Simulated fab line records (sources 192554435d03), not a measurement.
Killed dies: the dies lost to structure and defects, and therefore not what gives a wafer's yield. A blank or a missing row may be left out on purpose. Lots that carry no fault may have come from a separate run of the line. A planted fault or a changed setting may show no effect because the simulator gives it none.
Struck lot and sound lot, side by side ; flow n5 finfet ; 18 steps out of a route of 1938
Sound: wafers L264.1, L264.3, L264.4. Wafers L281.1, L281.3, L281.4 were the ones struck. The cause is named last.
For every step that has rows: the tool of each side, followed by ch and its chambers, followed by its first start. Under that, the readings that differ: sound wafers ; struck wafers ; difference of the means ; sigmas: that difference in standard deviations of wafers without a fault.
alike: words and numbers the same on both sides, and readings whose means are apart by under 2 such deviations; not compared: readings that were withheld, readings missing a value for some wafer, numbers with overlapping values and no deviation given by the record, and bounds like >300 which may hide the same value.
Wherever a step has rows on one side only, a row that says differs or no value, or a row with sigmas, the two part there. When numbers do not overlap yet have no deviation, they are printed without sigmas and do not part them. A reading that every wafer of one side lacks parts them only if that side has two wafers or more.

N5_BEOL_M9_ETCH_62: etches SOC in N2/H2, target depth 110 nm, overetch 22 nm, time 165 s.
  sound on rie diel-03 ch 0,2,3, day 10 04:20; struck on rie diel-01 ch 0,1,2, day 14 03:44
  alike: drypump motor current A, oes product au, rf vpp V, showerhead plenum p Torr, throttle valve pct
  not compared: rf hours counter h
then, 1 step without rows for these wafers: N5_BEOL_M9_STRIP_68 (strips in N2/H2).
N5_BEOL_M9_STRIP_67: strips in CF4.
  sound on rie diel-03 ch 0,2,3, day 10 04:28; struck on rie diel-01 ch 0,1,2, day 14 03:53
  alike: bias power w, drypump motor current A, oes product au, rf vpp V, showerhead plenum p Torr, throttle valve pct
  not compared: rf hours counter h
N5_BEOL_M9_HM_OPEN_17: chemistry Cl2/BCl3, target TiN, target depth 20 nm, overetch 6 nm.
  sound on rie metal-01 ch 0,1, day 10 04:31; struck on rie metal-03 ch 0,1, day 14 03:55
  alike: drypump motor current A, mfc cl2 sccm, oes product au, throttle valve pct
  not compared: rf hours counter h
N5_BEOL_M9_STRIP_19: strips in O2.
  sound on rie diel-01 ch 0,2,3, day 10 04:43; struck on rie diel-04 ch 1,2,3, day 14 04:02
  alike: drypump motor current A, oes product au, rf vpp V, showerhead plenum p Torr, throttle valve pct
  not compared: rf hours counter h
N5_BEOL_M9_CD_MEAS_18: pitch 140 nm, target cd 70 nm.
  sound on cd sem-01 at day 10 04:47; struck on cd sem-01 at day 14 04:07
  alike: cd nm
then, 6 steps without rows for these wafers: N5_BEOL_M9_COAT_63 (time 60 s, resist thk 60 nm); N5_BEOL_M9_COAT_64 (time 60 s, resist thk 12 nm); N5_BEOL_M9_COAT_75 (time 60 s, resist thk 5 nm); N5_BEOL_M9_COAT_22 (resist thk 30 nm); N5_BEOL_M9_EBR_24; N5_BEOL_M9_SOFTBAKE_23 (time 60 s).
N5_BEOL_M9_EXPOSE_25: exposes mask V8.
  sound on euv scanner-01 ch 0, day 10 04:57; struck on euv scanner-02 ch 0, day 14 04:17
reading;sound;struck;difference;sigmas
exposure dose mJ cm2;37.25 37.28 37.31;31.11 31.12 31.16;-6.15;-99 or more
  alike: mask, reticle temp C
then, 2 steps without rows for these wafers: N5_BEOL_M9_PEB_26 (peb time 60 s); N5_BEOL_M9_DEVELOP_27 (develop time 30 s).
N5_BEOL_M9_CD_MEAS_28 targets a cd of 70 nm.
  sound on cd sem-02 ch 0, day 10 05:05; struck on cd sem-02 ch 0, day 14 04:25
reading;sound;struck;difference;sigmas
cd nm (nm);69.97 69.81 69.15;64.67 64.82 65.07;-4.79;-20
N5_BEOL_M9_OVL_MEAS_29:
  sound on overlay-01 ch 0, day 10 05:07; struck on overlay-02 ch 0, day 14 04:27
  alike: V8_OVL
following that, these wafers have no rows for 1 step: N5_PASSIVATION_PROBE_49.

WHERE THEY PART
First at N5_BEOL_M9_EXPOSE_25; last, within this record, at N5_BEOL_M9_CD_MEAS_28. Later steps at which nothing parts them and some readings are alike: N5_BEOL_M9_OVL_MEAS_29.

WHY: the cause the simulator had injected
Drift in process parameters on euv scanner-02 at N5_BEOL_M9_EXPOSE_25, starting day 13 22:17. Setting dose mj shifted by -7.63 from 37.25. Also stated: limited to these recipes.
